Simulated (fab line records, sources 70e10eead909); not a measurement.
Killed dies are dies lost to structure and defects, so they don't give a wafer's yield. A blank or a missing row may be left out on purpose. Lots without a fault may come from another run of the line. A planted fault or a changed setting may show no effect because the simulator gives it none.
Chamber matching | flow nand_harc | NHARC_P_M2_ETCH_35 on rie_diel-03: 4 sister chambers
The step etches the open film in N2/H2, target depth 40 nm, overetch 12 nm, time 43.94 s. 4 wafers are shown with their chamber, then 12 later ones without.

WAFERS WITH THEIR CHAMBER
wafer  | chamber | showerhead_plenum_p_Torr (Torr)
L085.2 | 2       | 1.98
L085.6 | 0       | 2.19
L090.3 | 1       | 2.02
L090.6 | 3       | 1.98

WAFERS WITHOUT THEIR CHAMBER
wafer  | showerhead_plenum_p_Torr (Torr)
L092.3 | 1.98
L092.4 | 1.98
L092.6 | 1.98
L093.2 | 2.18
L093.4 | 2.02
L093.5 | 1.98
L096.4 | 1.98
L096.5 | 1.98
L096.6 | 1.97
L097.3 | 1.98
L097.4 | 2.02
L097.5 | 1.98

WHICH CHAMBER EACH WENT THROUGH
wafer  | from the rows above     | in truth
L092.3 | can't be placed: 2 or 3 | 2
L092.4 | can't be placed: 2 or 3 | 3
L092.6 | can't be placed: 2 or 3 | 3
L093.2 | 0                       | 0
L093.4 | 1                       | 1
L093.5 | can't be placed: 2 or 3 | 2
L096.4 | can't be placed: 2 or 3 | 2
L096.5 | can't be placed: 2 or 3 | 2
L096.6 | can't be placed: 2 or 3 | 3
L097.3 | can't be placed: 2 or 3 | 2
L097.4 | 1                       | 1
L097.5 | can't be placed: 2 or 3 | 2
Placed correctly: 3 of 12. Can't be placed from these rows: 9 (the true chamber is among the candidates in 9). Placed wrongly: 0.
How it was worked out, from the rows above alone: a wafer's distance from a chamber is the root of the sum, over the readings, of the square of ((its reading less the chamber's mean) divided by the reading's scatter). The wafer belongs to the nearest chamber; if the next one is less than 2 further off, it can't be placed. A chamber's mean is the mean of its shown wafers. The scatter: with one shown wafer a chamber, the root of the mean of the squares of how far each hidden wafer lies from its nearest shown one.
